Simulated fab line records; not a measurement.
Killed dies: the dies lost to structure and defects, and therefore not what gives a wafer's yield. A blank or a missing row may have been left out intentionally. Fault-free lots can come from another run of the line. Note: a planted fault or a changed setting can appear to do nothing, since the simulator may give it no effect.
Comparing a struck lot with a sound one    flow nand-harc    14 out of 1302 route steps
Sound: wafers L415.4, L415.5, L415.6. The struck wafers were L426.2, L426.4, L426.5. The cause comes at the end.
At each step with rows: each side's tool, then ch and its chambers, then its first start. Under that, the readings that differ: sound wafers    struck wafers    difference of the means    sigmas: that difference in standard deviations of wafers without a fault.
alike: words and numbers the same on both sides, and readings whose means are apart by under 2 such deviations; not compared: readings that were withheld, readings missing a value for some wafer, numbers with overlapping values and no deviation given by the record, and bounds like >300 which may hide the same value.
The two part at a step that has a row with sigmas, a row that says differs or no value, or rows on one side only. Numbers that don't overlap but have no deviation are shown without sigmas and don't part them. A reading that every wafer of one side lacks parts them only if that side has two wafers or more.

NHARC_A_CHANNEL_FILL_D2_ALD_15: deposits SiNx, target thk 2 nm, pulse time 60 s, ald cycles 19.
  sound on ald-sin-batch-03 ch 0; struck on ald-sin-batch-01 ch 0
  alike: ald-cycles, precursor-pulse-height-rel
NHARC_A_CHANNEL_FILL_D2_ALD_16: deposits SiO2, target thk 1.5 nm, pulse time 10 s, ald cycles 15.
  sound on ald-hk-02 ch 1,2,3, day 13 19:55; struck on ald-hk-01 ch 0,2,3, day 19 05:05
  alike: ald-cycles, heater-power-w, precursor-pulse-height-rel
then, 2 steps without rows for these wafers: NHARC_A_CHANNEL_FILL_D2_ANNEAL_17 (time 1800 s); NHARC_A_CHANNEL_FILL_D2_CVD_18 (deposits poly-Si, target thk 3 nm).
NHARC_A_CHANNEL_FILL_D2_ETCHBACK_19: etches the open film in HBr/Cl2, target depth 5 nm, time 1.7 s.
  sound on rie-si-05 ch 0,2,3, day 14 07:22; struck on rie-si-06 ch 0,1,3, day 19 19:50
  alike: drypump-motor-current-A, mfc-cl2-sccm, oes-product-au, throttle-valve-pct
  not compared: rf-hours-counter-h
NHARC_A_CHANNEL_FILL_D2_ETCHBACK_20: etches the open film in C4F8/O2/Ar, target depth 27 nm, time 13.5 s.
  sound on rie-diel-02 ch 2,3, day 14 07:28; struck on rie-diel-08 ch 0,2, day 19 19:56
reading                sound           struck          difference  sigmas
oes-product-au (a.u.)  1.01 1.00 1.00  0.94 0.92 0.94  -0.07       -2
  alike: rf-vpp-V
  not compared: rf-hours-counter-h
NHARC_A_CHANNEL_FILL_D2_STRIP_28: strips in O2, time 20 s.
  sound on rie-diel-02 ch 0,1,3, day 14 07:34; struck on rie-diel-08 ch 0,1,2, day 19 20:02
  alike: drypump-motor-current-A, oes-product-au, rf-vpp-V, showerhead-plenum-p-Torr, throttle-valve-pct
  not compared: rf-hours-counter-h
then, 4 steps without rows for these wafers: NHARC_A_CHANNEL_FILL_D2_PRECLEAN_21 (cleans in dHF, time 30 s); NHARC_A_CHANNEL_FILL_D2_SRD_23; NHARC_A_CHANNEL_FILL_D2_CVD_05 (deposits poly-Si, target thk 5 nm); NHARC_A_CHANNEL_FILL_D2_ANNEAL_22 (time 7200 s).
NHARC_A_CHANNEL_FILL_D2_ALD_25: deposits SiOx, target thk 60 nm, pulse time 10 s, ald cycles 600.
  sound on ald-hk-01 ch 2,3, day 14 20:21; struck on ald-hk-01 ch 0,1,2, day 20 08:49
reading     sound        struck       difference  sigmas
ald-cycles  600 600 600  455 455 455  -145        
  alike: heater-power-w, precursor-pulse-height-rel
then, 1 step without rows for these wafers: NHARC_A_CHANNEL_FILL_D2_ETCHBACK_08 (etches the open film in C4F8, target depth 220 nm, time 110 s).
NHARC_END_SORT_01:
  the record has rows for the sound wafers here (prober-01 ch 0, day 24 12:38) and none for the struck ones

## WHERE THEY PART
Earliest at NHARC_A_CHANNEL_FILL_D2_ETCHBACK_20; latest, in this record, at NHARC_END_SORT_01.

WHY: what had been put in by the simulator
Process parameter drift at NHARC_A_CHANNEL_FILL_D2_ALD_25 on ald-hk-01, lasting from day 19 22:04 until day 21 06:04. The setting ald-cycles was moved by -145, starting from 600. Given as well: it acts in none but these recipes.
